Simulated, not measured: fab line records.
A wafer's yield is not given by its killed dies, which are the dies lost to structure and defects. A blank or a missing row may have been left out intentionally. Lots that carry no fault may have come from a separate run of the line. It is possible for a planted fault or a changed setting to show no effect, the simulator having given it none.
Matching of chambers :: flow n5-finfet :: N5_BEOL_M5_ETCH_75 on rie-diel-06 has 4 sister chambers
The step etches underlayer in N2/H2, target depth 6.5 nm, time 5.2 s. 18 wafers are shown with their chamber, then 9 later ones without.

== EACH WAFER AND ITS CHAMBER ==
wafer: L076.3
chamber: 2
drypump-motor-current-A (A): 5.6
throttle-valve-pct (%): 17.9
showerhead-plenum-p-Torr (Torr): 2.64

wafer: L076.4
chamber: 1
drypump-motor-current-A (A): 6.0
throttle-valve-pct (%): 17.7
showerhead-plenum-p-Torr (Torr): 2.35

wafer: L076.6
chamber: 2
drypump-motor-current-A (A): 5.6
throttle-valve-pct (%): 17.9
showerhead-plenum-p-Torr (Torr): 2.64

wafer: L077.4
chamber: 3
drypump-motor-current-A (A): 6.7
throttle-valve-pct (%): 18.2
showerhead-plenum-p-Torr (Torr): 2.41

wafer: L077.5
chamber: 3
drypump-motor-current-A (A): 6.7
throttle-valve-pct (%): 18.2
showerhead-plenum-p-Torr (Torr): 2.41

wafer: L077.6
chamber: 2
drypump-motor-current-A (A): 5.6
throttle-valve-pct (%): 17.9
showerhead-plenum-p-Torr (Torr): 2.64

wafer: L081.3
chamber: 1
drypump-motor-current-A (A): 6.0
throttle-valve-pct (%): 17.7
showerhead-plenum-p-Torr (Torr): 2.35

wafer: L081.5
chamber: 1
drypump-motor-current-A (A): 6.0
throttle-valve-pct (%): 17.7
showerhead-plenum-p-Torr (Torr): 2.35

wafer: L081.6
chamber: 2
drypump-motor-current-A (A): 5.6
throttle-valve-pct (%): 18.0
showerhead-plenum-p-Torr (Torr): 2.63

wafer: L083.1
chamber: 3
drypump-motor-current-A (A): 6.7
throttle-valve-pct (%): 18.2
showerhead-plenum-p-Torr (Torr): 2.41

wafer: L083.4
chamber: 0
drypump-motor-current-A (A): 6.0
throttle-valve-pct (%): 17.4
showerhead-plenum-p-Torr (Torr): 2.49

wafer: L083.6
chamber: 0
drypump-motor-current-A (A): 6.0
throttle-valve-pct (%): 17.4
showerhead-plenum-p-Torr (Torr): 2.49

wafer: L088.1
chamber: 0
drypump-motor-current-A (A): 6.0
throttle-valve-pct (%): 17.4
showerhead-plenum-p-Torr (Torr): 2.49

wafer: L088.3
chamber: 2
drypump-motor-current-A (A): 5.6
throttle-valve-pct (%): 18.0
showerhead-plenum-p-Torr (Torr): 2.62

wafer: L088.4
chamber: 2
drypump-motor-current-A (A): 5.6
throttle-valve-pct (%): 18.0
showerhead-plenum-p-Torr (Torr): 2.63

wafer: L091.1
chamber: 3
drypump-motor-current-A (A): 6.6
throttle-valve-pct (%): 17.8
showerhead-plenum-p-Torr (Torr): 2.73

wafer: L091.3
chamber: 0
drypump-motor-current-A (A): 6.0
throttle-valve-pct (%): 17.4
showerhead-plenum-p-Torr (Torr): 2.49

wafer: L091.4
chamber: 2
drypump-motor-current-A (A): 5.6
throttle-valve-pct (%): 18.0
showerhead-plenum-p-Torr (Torr): 2.62

SIGNATURES (means of the wafers above)
reading: drypump-motor-current-A
chamber 0: 6.000
chamber 1: 6.000
chamber 2: 5.600
chamber 3: 6.675
scatter within a chamber: 0.0231

reading: throttle-valve-pct
chamber 0: 17.400
chamber 1: 17.700
chamber 2: 17.957
chamber 3: 18.100
scatter within a chamber: 0.099

reading: showerhead-plenum-p-Torr
chamber 0: 2.4900
chamber 1: 2.3500
chamber 2: 2.6314
chamber 3: 2.4900
scatter within a chamber: 0.0743
Rule: a wafer lies at a distance from a chamber equal to the root of the sum of squares, over the readings, of (its reading less the chamber's mean, divided by the reading's scatter). The wafer belongs to the nearest chamber; if the next one is less than 2 further off, it can't be placed. The scatter: take each reading less its chamber's mean, square it, sum over the shown wafers, divide by the number of wafers less the number of chambers, and take the root.

== WAFERS WHOSE CHAMBER IS MISSING ==
wafer: L090.1
drypump-motor-current-A (A): 6.0
throttle-valve-pct (%): 17.8
showerhead-plenum-p-Torr (Torr): 2.34

wafer: L090.2
drypump-motor-current-A (A): 6.0
throttle-valve-pct (%): 17.4
showerhead-plenum-p-Torr (Torr): 2.49

wafer: L090.4
drypump-motor-current-A (A): 5.6
throttle-valve-pct (%): 18.0
showerhead-plenum-p-Torr (Torr): 2.62

wafer: L092.2
drypump-motor-current-A (A): 5.6
throttle-valve-pct (%): 18.0
showerhead-plenum-p-Torr (Torr): 2.62

wafer: L092.3
drypump-motor-current-A (A): 6.0
throttle-valve-pct (%): 17.8
showerhead-plenum-p-Torr (Torr): 2.34

wafer: L092.5
drypump-motor-current-A (A): 5.6
throttle-valve-pct (%): 18.0
showerhead-plenum-p-Torr (Torr): 2.62

wafer: L093.1
drypump-motor-current-A (A): 6.0
throttle-valve-pct (%): 17.4
showerhead-plenum-p-Torr (Torr): 2.48

wafer: L093.2
drypump-motor-current-A (A): 5.6
throttle-valve-pct (%): 18.0
showerhead-plenum-p-Torr (Torr): 2.62

wafer: L093.6
drypump-motor-current-A (A): 5.6
throttle-valve-pct (%): 18.0
showerhead-plenum-p-Torr (Torr): 2.62

== EACH ONE'S CHAMBER ==
wafer: L090.1
from the rows above: 1
in truth: 1

wafer: L090.2
from the rows above: 0
in truth: 0

wafer: L090.4
from the rows above: 2
in truth: 2

wafer: L092.2
from the rows above: 2
in truth: 2

wafer: L092.3
from the rows above: 1
in truth: 1

wafer: L092.5
from the rows above: 2
in truth: 2

wafer: L093.1
from the rows above: 0
in truth: 0

wafer: L093.2
from the rows above: 2
in truth: 2

wafer: L093.6
from the rows above: 2
in truth: 2
Placed correctly: 9 of 9. Not placeable from these rows: 0. 0 placed wrongly.
